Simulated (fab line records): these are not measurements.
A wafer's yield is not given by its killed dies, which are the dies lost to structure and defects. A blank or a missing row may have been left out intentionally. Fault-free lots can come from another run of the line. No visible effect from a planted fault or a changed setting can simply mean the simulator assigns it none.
Which tool did it? || flow n5Finfet || 12 lots, 36 wafers sampled, at 1 step of a route of 1938

## WHAT THE GAUGES SHOWED, per wafer
N5_BEOL_M13_THK_MEAS_01.
{"lot": "L075", "measured": "day 10 18:42", "on": "filmMetro-01", "M13_ILD_THK (nm)": "846 842 852"}
{"lot": "L077", "measured": "day 11 13:28", "on": "filmMetro-01", "M13_ILD_THK (nm)": "830 844 867"}
{"lot": "L079", "measured": "day 12 04:11", "on": "filmMetro-01", "M13_ILD_THK (nm)": "841 842 822"}
{"lot": "L081", "measured": "day 12 17:32", "on": "filmMetro-02", "M13_ILD_THK (nm)": "826 863 846"}
{"lot": "L082", "measured": "day 13 01:12", "on": "filmMetro-01", "M13_ILD_THK (nm)": "837 835 846"}
{"lot": "L084", "measured": "day 13 09:47", "on": "filmMetro-01", "M13_ILD_THK (nm)": "830 850 857"}
{"lot": "L087", "measured": "day 14 01:03", "on": "filmMetro-02", "M13_ILD_THK (nm)": "818 841 829"}
{"lot": "L089", "measured": "day 14 03:39", "on": "filmMetro-01", "M13_ILD_THK (nm)": "825 842 860"}
{"lot": "L091", "measured": "day 14 20:27", "on": "filmMetro-01", "M13_ILD_THK (nm)": "820 838 850"}
{"lot": "L095", "measured": "day 15 22:02", "on": "filmMetro-01", "M13_ILD_THK (nm)": "822 819 832"}
{"lot": "L093", "measured": "day 16 06:13", "on": "filmMetro-01", "M13_ILD_THK (nm)": "821 818 842"}
{"lot": "L097", "measured": "day 16 18:08", "on": "filmMetro-01", "M13_ILD_THK (nm)": "840 850 841"}

## TOOL THAT RAN EACH LOT (tool first, then ch and the chambers of the sampled wafers, then the start)
There is no process step in the record ahead of these readings.

## THE ANSWER, worked out from the rows above alone
Rule: usual is defined by the lots themselves. The widest of any qualifying gaps counts: lots, ordered by their means at a reading, are off when they make up no more than a third of the lots, leave a main group of 4 or more, and stand apart from it by 3 or more times the standard deviation of that group's means. A main group is skipped when, at the precision printed for the reading in the tables above, its means are all equal. A lot without any number at a reading at which 4 lots or more have one is off too. All remaining lots with rows at the step are treated as sound.
Nothing can be told from this: no lot is off at any reading shown.

## WHAT THE SIMULATOR PUT IN
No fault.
